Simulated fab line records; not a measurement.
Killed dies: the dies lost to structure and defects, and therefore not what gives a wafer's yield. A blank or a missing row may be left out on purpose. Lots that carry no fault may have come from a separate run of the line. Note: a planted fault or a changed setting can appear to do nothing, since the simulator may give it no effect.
fab line records	flow n5Finfet
record: lots: 7	wafers: 39
route steps=1938 shown BEOL_M5@1112 BEOL_M10@1509 BEOL_M12@1602 BEOL_M14@1751 TV_LITHO@1881
startH: start of the lot's first displayed wafer, in hours after the record's first day	waitH: time in hours since the lot's previous step	" the same as in the row above	L1.1+2: a row that stands for several wafers	- value missing, or start not given	* or withheld: withheld	< > ~ a bound
route shown NAME@n: names a module that has steps shown in the file, with the first one's number in the route	usual: average and standard deviation across the fault-free wafers	same: alike in all rows	chamber/n: place in a boat	sites: readings site by site	_std_site: the standard deviation of these	_edge_site: mean of outer sites minus mean of inner sites	radiusMm: how far each site lies from the wafer's centre	mask NAME#n: copy n	behind: the most recent tool/chamber to have shaped the wafer	hold: reason for holding the lot/hours on hold/outcome of the hold	device: transistor that didn't switch, given as n, p or np	end of line: tests run on the same wafers once the route is complete	for a step that has no rows: nothing shown but its recipe	killed: count of dies lost to structure and defects at first sort (not the wafer's yield)	map: a wafer's dies, marking killed ones x, the rest . and places with no die _
set.NAME: the run value of the setting; set.NAME@STEP: its run value at that earlier step	model.NAME: the simulator's own value behind a step, which no gauge read
lots where settings were altered on purpose, with a table for each step and a row for each wafer
== steps ==
step: N5_BEOL_M5_ILD_DEP_00
recipe: material: SiCOH_lowk	targetThkA: 1406.4	tempC: 300	precursor: DEMS/porogen	pressureTorr: 5	rfW: 500	timeS: 25.9
lot.wafer	tool	chamber	startH	waitH	set.timeS	model.SiCOH_lowk_of_BEOL_M5_ILD_DEP_00.thkNm
L075.1	pecvd-03	0	168.03	0.8	25.9	137.6
L075.2	"	2	"	"	20.57	109.4
L075.3	"	1	"	"	25.9	138.8
L075.4	"	0	"	"	25.9	138
L075.5	"	2	"	"	20.57	111.6
L075.6	"	1	"	"	20.57	108.8
L076.1	pecvd-01	1	174.44	0.8	25.9	140.6
L076.2+4	"	2,0	"	"	25.9	139.4
L076.3	"	0	"	"	25.9	137
L076.5	"	1	"	"	25.9	142.6
L076.6	"	2	"	"	25.9	144
L079.1	pecvd-03	1	189.60	0.8	25.9	136.6
L079.2	"	0	"	"	25.9	139
L079.3	"	2	"	"	11.11	61.8
L079.4	"	1	"	"	25.9	139.6
L079.5	"	2	"	"	11.11	65.4
L079.6	"	0	"	"	11.11	62
L081.1	pecvd-04	0	212.43	0.8	25.9	140.6
L081.2	"	2	"	"	25.9	140.2
L081.4	"	0	"	"	25.9	142.2
L086.1	pecvd-01	2	245.08	0.8	25.9	140.4
L086.2	"	0	"	"	25.9	138.6
L086.3	"	1	"	"	25.9	138.2
L086.4	"	1	"	"	16.75	93
L086.5	"	2	"	"	16.75	93.8
L086.6	"	0	"	"	16.75	94.2
L090.1	pecvd-04	2	254.62	0.8	34.14	181.6
L090.2	"	0	"	"	25.9	143.8
L090.3	"	1	"	"	34.14	185
L090.4	"	1	"	"	25.9	144.2
L090.5	"	2	"	"	34.14	185.6
L090.6	"	0	"	"	25.9	145
L096.1	pecvd-03	0	304.59	0.8	15.02	82.8
L096.2	"	2	"	"	25.9	139.4
L096.3	"	1	"	"	25.9	138.8
L096.4	"	0	"	"	15.02	84.4
L096.5	"	1	"	"	25.9	141
L096.6	"	2	"	"	15.02	84.2
step: N5_BEOL_M5_CURE_79
recipe: tempC: 385	timeS: 240	ambient: He/Ar	material: SiCOH_lowk
lot.wafer	tool	chamber	startH	waitH	set.timeS@BEOL_M5_ILD_DEP_00	model.SiCOH_lowk_of_BEOL_M5_ILD_DEP_00.thkNm
L075.1	uvCure-02	1	168.09	0.0	25.9	118.4
L075.2	"	1	"	"	20.57	94
L075.3	"	1	"	"	25.9	119.4
L075.4	"	1	"	"	25.9	118.6
L075.5	"	1	"	"	20.57	95.8
L075.6	"	1	"	"	20.57	93.4
L076.1	uvCure-01	2	174.50	0.0	25.9	121
L076.2	"	2	"	"	25.9	120
L076.3	"	2	"	"	25.9	117.8
L076.4	"	2	"	"	25.9	119.8
L076.5	"	2	"	"	25.9	122.8
L076.6	"	2	"	"	25.9	124
L079.1	uvCure-02	2	189.66	0.0	25.9	117.4
L079.2	"	2	"	"	25.9	119.6
L079.3	"	2	"	"	11.11	52.8
L079.4	"	2	"	"	25.9	120
L079.5	"	2	"	"	11.11	56
L079.6	"	2	"	"	11.11	53.2
L081.1	uvCure-03	0	212.50	0.0	25.9	121
L081.2	"	0	"	"	25.9	120.6
L081.4	"	0	"	"	25.9	122.4
L086.1	uvCure-01	2	245.14	0.0	25.9	120.8
L086.2	"	2	"	"	25.9	119.2
L086.3	"	2	"	"	25.9	118.8
L086.4	"	2	"	"	16.75	79.8
L086.5	"	2	"	"	16.75	80.4
L086.6	"	2	"	"	16.75	80.8
L090.1	uvCure-01	2	254.68	0.0	34.14	156.6
L090.2	"	2	"	"	25.9	123.8
L090.3	"	2	"	"	34.14	159.6
L090.4	"	2	"	"	25.9	124
L090.5	"	2	"	"	34.14	160
L090.6	"	2	"	"	25.9	124.8
L096.1	uvCure-02	2	304.65	0.0	15.02	71
L096.2	"	2	"	"	25.9	120
L096.3	"	2	"	"	25.9	119.4
L096.4	"	2	"	"	15.02	72.4
L096.5	"	2	"	"	25.9	121.4
L096.6	"	2	"	"	15.02	72.2
step: N5_BEOL_M5_THK_MEAS_01
recipe: reads: SiCOH_lowk_of_BEOL_M5_ILD_DEP_00
usual: M5_ILD_THK: 120.9/1.7
lot.wafer	tool	chamber	startH	waitH	set.timeS@BEOL_M5_ILD_DEP_00	M5_ILD_THK[nm]
L075.1	filmMetro-02	-	168.60	0.4	25.9	118.4
L075.2	"	-	"	"	20.57	93.9
L075.3	"	-	"	"	25.9	119.4
L075.4	"	-	"	"	25.9	118.8
L075.5	"	-	"	"	20.57	95.8
L075.6	"	-	"	"	20.57	93.3
L076.1	filmMetro-01	-	175.02	0.4	25.9	120.9
L076.2	"	-	"	"	25.9	120.0
L076.3	"	-	"	"	25.9	117.8
L076.4	"	-	"	"	25.9	119.8
L076.5	"	-	"	"	25.9	122.7
L076.6	"	-	"	"	25.9	123.9
L079.1	filmMetro-01	-	190.18	0.4	25.9	117.5
L079.2	"	-	"	"	25.9	119.5
L079.3	"	-	"	"	11.11	52.8
L079.4	"	-	"	"	25.9	120.0
L079.5	"	-	"	"	11.11	56.0
L079.6	"	-	"	"	11.11	53.2
L081.1	filmMetro-02	-	213.01	0.4	25.9	120.9
L081.2	"	-	"	"	25.9	120.7
L081.4	"	-	"	"	25.9	122.3
L086.1	filmMetro-02	-	245.65	0.4	25.9	120.6
L086.2	"	-	"	"	25.9	119.1
L086.3	"	-	"	"	25.9	118.8
L086.4	"	-	"	"	16.75	79.7
L086.5	"	-	"	"	16.75	80.5
L086.6	"	-	"	"	16.75	80.7
L090.1	filmMetro-01	-	255.19	0.4	34.14	156.7
L090.2	"	-	"	"	25.9	123.7
L090.3	"	-	"	"	34.14	159.6
L090.4	"	-	"	"	25.9	124.1
L090.5	"	-	"	"	34.14	160.1
L090.6	"	-	"	"	25.9	124.8
L096.1	filmMetro-01	-	305.16	0.4	15.02	71.0
L096.2	"	-	"	"	25.9	119.9
L096.3	"	-	"	"	25.9	119.3
L096.4	"	-	"	"	15.02	72.4
L096.5	"	-	"	"	25.9	121.4
L096.6	"	-	"	"	15.02	72.1
step: N5_BEOL_M10_VIA_ETCH_34
recipe: chemistry: C4F6/O2	target: SiCOH_lowk	targetDepthA: 1845	maskMaterial: SOC	taperDeg: 4	timeS: 69.2	ionEnergyEv: 250	pressureMtorr: 30	sourceW: 345	biasW: 185	Ar_flow_sccm: 300	C4F6_flow_sccm: 10	O2_flow_sccm: 10
lot.wafer	tool	chamber	startH	waitH	set.timeS	model.etch.depthNm	model.SOC_of_BEOL_M10_COAT_63.thkNm
L075.1	rieDiel-04	1	217.42	0.0	69.2	187.3	91.6
L075.2	"	0	"	"	44.31	116.4	94.6
L075.3	"	3	"	"	69.2	182.1	91.8
L075.4	"	0	"	"	44.31	117.2	94.4
L075.5	"	1	"	"	69.2	184.6	91.6
L075.6	"	3	"	"	44.31	117.4	94.6
L076.1	rieDiel-03	3	221.16	0.0	69.2	188.8	91
L076.2	"	2	"	"	69.2	186.6	91.4
L076.3	"	0	"	"	69.2	182.6	91.8
L076.4	"	1	"	"	69.2	181.3	91.6
L076.5	"	1	"	"	69.2	179.9	91.8
L076.6	"	2	"	"	69.2	187.8	91.8
L079.1	rieDiel-04	1	237.20	0.0	69.2	187.4	92.2
L079.2	"	2	"	"	29.29	79.93	96.8
L079.3	"	0	"	"	29.29	77.7	96.8
L079.4	"	3	"	"	69.2	181.7	92.4
L079.5	"	0	"	"	69.2	182.6	92.4
L079.6	"	3	"	"	29.29	77.4	96.8
L081.1	rieDiel-03	0	263.72	0.0	69.2	185.7	92.2
L081.2	"	1	"	"	69.2	182.4	92
L081.4	"	3	"	"	69.2	190.4	91.6
L086.1	rieDiel-04	2	293.71	0.0	69.2	186.1	92.2
L086.2	"	1	"	"	37.82	99.49	95.6
L086.3	"	0	"	"	37.82	97.61	96
L086.4	"	1	"	"	69.2	183.4	92.4
L086.5	"	2	"	"	69.2	185.3	92.4
L086.6	"	0	"	"	37.82	97.53	96
L090.1	rieDiel-04	1	308.12	0.0	106.5	285.9	87.4
L090.2	"	0	"	"	106.5	276.9	87.4
L090.3	"	2	"	"	106.5	289.4	86.6
L090.4	"	1	"	"	69.2	185.9	91.4
L090.5	"	2	"	"	69.2	187.9	91
L090.6	"	0	"	"	69.2	181.1	91.4
L096.1	rieDiel-04	3	357.04	0.0	89.59	246.1	89.4
L096.2	"	2	"	"	69.2	186.5	91.8
L096.3	"	0	"	"	89.59	233.7	89.4
L096.4	"	1	"	"	69.2	184.7	92.2
L096.5	"	1	"	"	89.59	238.3	89.2
L096.6	"	2	"	"	69.2	188.8	91.4
step: N5_BEOL_M12_ILD_DEP_00
recipe: material: SiOC	targetThkA: 6589.2	tempC: 350	precursor: DEMS/O2	pressureTorr: 5	rfW: 500	timeS: 130.7
lot.wafer	tool	chamber	startH	waitH	set.timeS	model.SiOC_of_BEOL_M12_ILD_DEP_00.thkNm
L075.1	pecvd-02	1	226.89	0.0	130.7	658
L075.2	"	2	"	"	152.6	758.6
L075.3	"	0	"	"	152.6	771
L075.4	"	2	"	"	152.6	770.4
L075.5	"	1	"	"	130.7	662.8
L075.6	"	0	"	"	130.7	668.4
L076.1	pecvd-03	2	230.73	0.0	130.7	643.8
L076.2	"	1	"	"	130.7	643.4
L076.3	"	0	"	"	130.7	655.8
L076.4	"	1	"	"	130.7	659.8
L076.5	"	0	"	"	130.7	668.8
L076.6	"	2	"	"	130.7	652.4
L079.1	pecvd-03	1	251.10	0.0	80.19	401
L079.2	"	0	"	"	130.7	665.6
L079.3	"	2	"	"	130.7	656.2
L079.4	"	2	"	"	80.19	402.4
L079.5	"	0	"	"	130.7	673.8
L079.6	"	1	"	"	80.19	404
L081.1	pecvd-01	1	277.39	0.0	130.7	651.8
L081.2	"	0	"	"	130.7	642.4
L081.4	"	1	"	"	130.7	654.8
L086.1	pecvd-02	0	306.26	0.0	64.08	332
L086.2	"	2	"	"	130.7	656.8
L086.3	"	1	"	"	64.08	335.2
L086.4	"	2	"	"	130.7	669.8
L086.5	"	0	"	"	130.7	668.8
L086.6	"	1	"	"	64.08	344.4
L090.1	pecvd-03	1	319.65	0.0	130.7	639
L090.2	"	2	"	"	130.7	652.8
L090.3+6	"	0,1	"	"	130.7	652.6
L090.4	"	2	"	"	130.7	651
L090.5	"	0	"	"	130.7	665
L096.1	pecvd-02	0	367.58	0.0	108.1	552.2
L096.2	"	2	"	"	130.7	650.4
L096.3	"	1	"	"	108.1	552.6
L096.4	"	2	"	"	130.7	666
L096.5	"	0	"	"	130.7	672
L096.6	"	1	"	"	108.1	564.2
step: N5_BEOL_M12_THK_MEAS_01
recipe: reads: SiOC_of_BEOL_M12_ILD_DEP_00
usual: M12_ILD_THK: 662/10
lot.wafer	tool	chamber	startH	waitH	set.timeS@BEOL_M12_ILD_DEP_00	M12_ILD_THK[nm]
L075.1	filmMetro-02	-	227.02	0.1	130.7	658
L075.2	"	-	"	"	152.6	759
L075.3	"	-	"	"	152.6	771
L075.4	"	-	"	"	152.6	770
L075.5	"	-	"	"	130.7	663
L075.6	"	-	"	"	130.7	668
L076.1	filmMetro-01	-	230.86	0.1	130.7	644
L076.2	"	-	"	"	130.7	644
L076.3	"	-	"	"	130.7	656
L076.4	"	-	"	"	130.7	660
L076.5	"	-	"	"	130.7	669
L076.6	"	-	"	"	130.7	653
L079.1	filmMetro-01	-	251.23	0.1	80.19	401
L079.2	"	-	"	"	130.7	666
L079.3	"	-	"	"	130.7	657
L079.4	"	-	"	"	80.19	402
L079.5	"	-	"	"	130.7	674
L079.6	"	-	"	"	80.19	404
L081.1	filmMetro-02	-	277.52	0.1	130.7	652
L081.2	"	-	"	"	130.7	643
L081.4	"	-	"	"	130.7	655
L086.1	filmMetro-01	-	306.39	0.1	64.08	332
L086.2	"	-	"	"	130.7	657
L086.3	"	-	"	"	64.08	335
L086.4	"	-	"	"	130.7	669
L086.5	"	-	"	"	130.7	668
L086.6	"	-	"	"	64.08	344
L090.1	filmMetro-02	-	319.78	0.1	130.7	639
L090.2	"	-	"	"	130.7	652
L090.3	"	-	"	"	130.7	653
L090.4	"	-	"	"	130.7	651
L090.5	"	-	"	"	130.7	665
L090.6	"	-	"	"	130.7	652
L096.1	filmMetro-01	-	367.71	0.1	108.1	552
L096.2	"	-	"	"	130.7	651
L096.3	"	-	"	"	108.1	553
L096.4	"	-	"	"	130.7	666
L096.5	"	-	"	"	130.7	672
L096.6	"	-	"	"	108.1	564
step: N5_BEOL_M12_COAT_58
recipe: resist: BARC	tempC: 205	timeS: 60	spinRpm: 1500	resistThkNm: 89
step: N5_BEOL_M12_COAT_04
recipe: spinRpm: 1625	resistThkNm: 400
step: N5_BEOL_M12_DESCUM_15
recipe: chemistry: O2	timeS: 7.9	sourcePowerW: 50	biasPowerW: 20	pressureMtorr: 20	rfFrequencyHz: 2.712e+07	tempC: 40	o2FlowSccm: 225
step: N5_BEOL_M12_ETCH_59
recipe: chemistry: N2/H2	target: BARC	targetDepthA: 890	overetchA: 267	timeS: 67.9	ionEnergyEv: 200	pressureMtorr: 30	sourceW: 840	biasW: 150	n2FlowSccm: 200	h2FlowSccm: 200
step: N5_BEOL_M12_VIA_ETCH_16
recipe: chemistry: C4F8/O2/Ar	target: SiOC	pressureMtorr: 30	sourceW: 3000	biasW: 700	Ar_flow_sccm: 400	C4F8_flow_sccm: 15	O2_flow_sccm: 8	heInnerTorr: 15	heOuterTorr: 30	targetDepthA: 7248	timeS: withheld	ionEnergyEv: 250	ends: cleared
lot.wafer	tool	chamber	startH	waitH	set.timeS@BEOL_M12_ILD_DEP_00	model.etch.depthNm	model.coat_of_BEOL_M12_COAT_04.thkNm
L075.1	rieDiel-04	0	227.83	0.0	*	658	124.2
L075.2	"	3	"	"	*	758.5	94.4
L075.3	"	1	"	"	*	770.9	89.6
L075.4	"	1	"	"	*	770.4	89.2
L075.5	"	0	"	"	*	662.9	122.4
L075.6	"	3	"	"	*	668.3	119.2
L076.1	rieDiel-04	3	231.41	0.0	*	643.9	126.8
L076.2	"	0	"	"	*	643.4	127.8
L076.3	"	1	"	"	*	655.8	121.2
L076.4	"	0	"	"	*	659.9	122.2
L076.5	"	1	"	"	*	668.7	119
L076.6	"	3	"	"	*	652.4	124
L079.1	rieDiel-04	3	251.71	0.0	*	401	198.8
L079.2	"	2	"	"	*	665.7	119.4
L079.3	"	1	"	"	*	656.3	123
L079.4	"	0	"	"	*	402.4	199.2
L079.5	"	1	"	"	*	673.9	118.6
L079.6	"	2	"	"	*	403.9	197.2
L081.1	rieDiel-03	0	278.18	0.0	*	651.7	124
L081.2	"	2	"	"	*	642.4	127.6
L081.4	"	3	"	"	*	654.7	123.4
L086.1	rieDiel-03	1	306.87	0.0	*	332.1	222.6
L086.2	"	2	"	"	*	656.7	123.4
L086.3	"	0	"	"	*	335.2	219.4
L086.4	"	3	"	"	*	669.7	118.4
L086.5	"	2	"	"	*	668.8	119.8
L086.6	"	3	"	"	*	344.3	214.8
L090.1	rieDiel-03	3	321.42	0.0	*	639.1	125.4
L090.2	"	1	"	"	*	652.7	124.6
L090.3	"	0	"	"	*	652.6	124
L090.4	"	2	"	"	*	651	124
L090.5	"	0	"	"	*	665	119.8
L090.6	"	1	"	"	*	652.5	125.6
L096.1	rieDiel-04	2	369.66	0.0	*	552.2	156
L096.2	"	0	"	"	*	650.4	129.8
L096.3	"	1	"	"	*	552.7	158
L096.4	"	0	"	"	*	665.9	125.2
L096.5	"	1	"	"	*	671.9	121.6
L096.6	"	2	"	"	*	564.2	152
step: N5_BEOL_M12_STRIP_63
recipe: chemistry: N2/H2	powerW: 1000	tempC: 250	h2Frac: 0.65	overashFraction: 0.3	pressureMtorr: 1000	n2FlowSccm: 1750	h2FlowSccm: 3250
usual: oesProductAu: 0.692/0.0047	stripTimeToEndpointS: 42.2/1
lot.wafer	tool	chamber	startH	waitH	set.timeS@BEOL_M12_ILD_DEP_00	oesProductAu	stripTimeToEndpointS
L075.1	plasmaAsher-01	0	228.03	-	130.7	0.694	42.8
L075.2	"	1	"	"	152.6	0.685	34.6
L075.3	"	0	"	"	152.6	0.682	33.3
L075.4	"	1	"	"	152.6	0.680	33.2
L075.5	"	1	"	"	130.7	0.687	42.4
L075.6	"	0	"	"	130.7	0.693	41.5
L076.1	plasmaAsher-02	0	231.61	-	130.7	0.702	43.5
L076.2	"	1	"	"	130.7	0.684	43.8
L076.3	"	1	"	"	130.7	0.692	42.0
L076.4	"	0	"	"	130.7	0.692	42.3
L076.5	"	0	"	"	130.7	0.694	41.4
L076.6	"	1	"	"	130.7	0.694	42.8
L079.1	plasmaAsher-02	0	251.91	-	80.19	0.768	62.3
L079.2	"	1	"	"	130.7	0.693	41.5
L079.3	"	0	"	"	130.7	0.692	42.5
L079.4	"	1	"	"	80.19	0.773	62.4
L079.5	"	0	"	"	130.7	0.698	41.3
L079.6	"	1	"	"	80.19	0.760	61.9
L081.1	plasmaAsher-02	0	278.38	-	130.7	0.696	42.8
L081.2	"	1	"	"	130.7	0.692	43.7
L081.4	"	0	"	"	130.7	0.685	42.6
L086.1	plasmaAsher-01	1	307.07	-	64.08	0.835	68.4
L086.2	"	0	"	"	130.7	0.692	42.6
L086.3	"	0	"	"	64.08	0.825	67.6
L086.4	"	1	"	"	130.7	0.692	41.3
L086.5	"	1	"	"	130.7	0.690	41.6
L086.6	"	0	"	"	64.08	0.807	66.4
L090.1	plasmaAsher-02	1	321.72	-	130.7	0.690	43.2
L090.2	"	0	"	"	130.7	0.696	42.9
L090.3	"	1	"	"	130.7	0.685	42.8
L090.4	"	0	"	"	130.7	0.699	42.7
L090.5	"	0	"	"	130.7	0.690	41.6
L090.6	"	1	"	"	130.7	0.698	43.1
L096.1	plasmaAsher-02	0	369.86	-	108.1	0.700	51.2
L096.2	"	1	"	"	130.7	0.692	44.3
L096.3	"	1	"	"	108.1	0.703	51.7
L096.4	"	0	"	"	130.7	0.698	43.1
L096.5	"	0	"	"	130.7	0.693	42.1
L096.6	"	1	"	"	108.1	0.695	50.2
step: N5_BEOL_M14_ETCH_68
recipe: chemistry: N2/H2	target: SOC	maskMaterial: SiARC	sourceW: 3000	biasW: 350	tempC: 40	timeS: 450	ionEnergyEv: 200	pressureMtorr: 30	n2FlowSccm: 200	h2FlowSccm: 200
lot.wafer	tool	chamber	startH	waitH	set.timeS	model.SiARC_of_BEOL_M14_COAT_66.thkNm
L075.1+5	rieDiel-04	0,1	240.77	0.1	450	64.8
L075.2	"	2	"	"	450	64
L075.3+6	"	1,2	"	"	450	64.6
L075.4	"	3	"	"	450	65
L076.1	rieDiel-04	0	247.39	0.1	450	65
L076.2	"	1	"	"	450	64.4
L076.3	"	2	"	"	450	63.8
L076.4	"	3	"	"	450	65.2
L076.5+6	"	1,0	"	"	450	64.8
L079.1	rieDiel-01	0	271.67	0.1	450	64.4
L079.2	"	3	"	"	285.2	81
L079.3	"	2	"	"	450	65
L079.4	"	0	"	"	450	64.2
L079.5+6	"	3,2	"	"	285.2	81.2
L081.1	rieDiel-01	1	289.14	0.1	450	64.8
L081.2	"	3	"	"	450	65.6
L081.4	"	2	"	"	450	65
L086.1	rieDiel-03	3	322.06	0.1	209.7	88.4
L086.2	"	2	"	"	209.7	88.8
L086.3	"	0	"	"	450	64.8
L086.4	"	1	"	"	450	65.8
L086.5	"	2	"	"	209.7	89
L086.6	"	1	"	"	450	65.6
L090.1+5	rieDiel-03	2,0	336.67	0.1	450	65.4
L090.2	"	3	"	"	545.9	54.4
L090.3	"	1	"	"	545.9	56.4
L090.4	"	0	"	"	545.9	55.6
L090.6	"	3	"	"	450	63.8
L096.1+5	rieDiel-01	2,3	386.25	0.1	334.6	77
L096.2+4	"	3,0	"	"	450	65.8
L096.3	"	1	"	"	450	66.2
L096.6	"	0	"	"	334.6	76.8
step: N5_PASSIVATION_DEVELOP_09
recipe: developTimeS: 60	rinseLiquid: diw	dry: airSpin	devTempC: 21
lot.wafer	tool	chamber	startH	waitH	set.developTimeS
L075.1+3+6	lithoTrack-02	0	-	-	60
L075.2+4+5	"	0	"	"	93.73
L076.1+2+3	lithoTrack-02	0	-	-	73.83
L076.4+5+6	"	0	"	"	60
L079.1+3+5	lithoTrack-02	0	-	-	87.43
L079.2+4+6	"	0	"	"	60
L081.1+2+4	lithoTrack-05	0	-	-	60
L086.1+3+5	lithoTrack-04	0	-	-	60
L086.2+4+6	"	0	"	"	70.78
L090.1+2+3+4+5+6	lithoTrack-05	0	-	-	60
L096.1+4+6	lithoTrack-05	0	-	-	60
L096.2+3+5	"	0	"	"	88.4
step: N5_PASSIVATION_HARDBAKE_11
recipe: tempC: 130	timeS: 120
step: N5_PASSIVATION_CD_MEAS_10
recipe: targetCdNm: 3000	landingEnergyEv: 500	detector: seInlens
usual: cdNm: 2999.5/2.3
lot.wafer	tool	chamber	startH	waitH	set.developTimeS@PASSIVATION_DEVELOP_09	cdNm
L075.1	cdSem-01	0	271.16	-	60	2999.7
L075.2	"	0	"	"	93.73	3009.4
L075.3	"	0	"	"	60	3003.7
L075.4	"	0	"	"	93.73	3012.0
L075.5	"	0	"	"	93.73	3009.4
L075.6	"	0	"	"	60	3001.2
L076.1	cdSem-02	0	272.21	-	73.83	3005.9
L076.2	"	0	"	"	73.83	3004.9
L076.3	"	0	"	"	73.83	3006.4
L076.4	"	0	"	"	60	3002.8
L076.5	"	0	"	"	60	3000.1
L076.6	"	0	"	"	60	3002.3
L079.1	cdSem-03	0	287.51	-	87.43	3011.1
L079.2	"	0	"	"	60	3000.7
L079.3	"	0	"	"	87.43	3008.8
L079.4	"	0	"	"	60	3002.1
L079.5	"	0	"	"	87.43	3007.8
L079.6	"	0	"	"	60	2999.7
L081.1	cdSem-02	0	306.01	-	60	3000.5
L081.2	"	0	"	"	60	3000.8
L081.4	"	0	"	"	60	2995.4
L086.1	cdSem-01	0	338.72	-	60	3000.7
L086.2	"	0	"	"	70.78	3002.6
L086.3	"	0	"	"	60	3000.2
L086.4	"	0	"	"	70.78	3002.0
L086.5	"	0	"	"	60	2997.0
L086.6	"	0	"	"	70.78	2999.9
L090.1	cdSem-03	0	352.50	-	60	2998.4
L090.2	"	0	"	"	60	3002.9
L090.3	"	0	"	"	60	2997.0
L090.4	"	0	"	"	60	3000.0
L090.5	"	0	"	"	60	3000.7
L090.6	"	0	"	"	60	2999.1
L096.1	cdSem-02	0	405.65	-	60	2998.3
L096.2	"	0	"	"	88.4	3005.8
L096.3	"	0	"	"	88.4	3010.1
L096.4	"	0	"	"	60	2997.1
L096.5	"	0	"	"	88.4	3008.6
L096.6	"	0	"	"	60	2997.8
== key ==
split: step: N5_BEOL_M5_ILD_DEP_00	setting: timeS	stated: 25.9	by: wafer
response: step: N5_BEOL_M5_ILD_DEP_00	reading: model.SiCOH_lowk_of_BEOL_M5_ILD_DEP_00.thkNm	change: +1.31	per: 1%	r: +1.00
response: step: N5_BEOL_M5_CURE_79	reading: model.SiCOH_lowk_of_BEOL_M5_ILD_DEP_00.thkNm	change: +1.13	per: 1%	r: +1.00
response: step: N5_BEOL_M5_THK_MEAS_01	reading: M5_ILD_THK	change: +1.13	per: 1%	r: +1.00
split: step: N5_BEOL_M10_VIA_ETCH_34	setting: timeS	stated: 69.2	by: wafer
response: step: N5_BEOL_M10_VIA_ETCH_34	reading: model.etch.depthNm	change: +1.85	per: 1%	r: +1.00
response: step: N5_BEOL_M10_VIA_ETCH_34	reading: model.SOC_of_BEOL_M10_COAT_63.thkNm	change: -0.0781	per: 1%	r: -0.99
split: step: N5_BEOL_M12_ILD_DEP_00	setting: timeS	stated: 130.7	by: wafer
response: step: N5_BEOL_M12_ILD_DEP_00	reading: model.SiOC_of_BEOL_M12_ILD_DEP_00.thkNm	change: +6.52	per: 1%	r: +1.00
response: step: N5_BEOL_M12_THK_MEAS_01	reading: M12_ILD_THK	change: +6.52	per: 1%	r: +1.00
response: step: N5_BEOL_M12_VIA_ETCH_16	reading: model.etch.depthNm	change: +6.52	per: 1%	r: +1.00
response: step: N5_BEOL_M12_VIA_ETCH_16	reading: model.coat_of_BEOL_M12_COAT_04.thkNm	change: -1.94	per: 1%	r: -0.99
response: step: N5_BEOL_M12_STRIP_63	reading: oesProductAu	change: -0.00208	per: 1%	r: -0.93
response: step: N5_BEOL_M12_STRIP_63	reading: stripTimeToEndpointS	change: *	per: 1%	r: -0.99
split: step: N5_BEOL_M14_ETCH_68	setting: timeS	stated: 450	by: wafer
response: step: N5_BEOL_M14_ETCH_68	reading: model.SiARC_of_BEOL_M14_COAT_66.thkNm	change: -0.44	per: 1%	r: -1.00
split: step: N5_PASSIVATION_DEVELOP_09	setting: developTimeS	stated: 60	by: wafer
response: step: N5_PASSIVATION_CD_MEAS_10	reading: cdNm	change: +0.18	per: 1%	r: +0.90
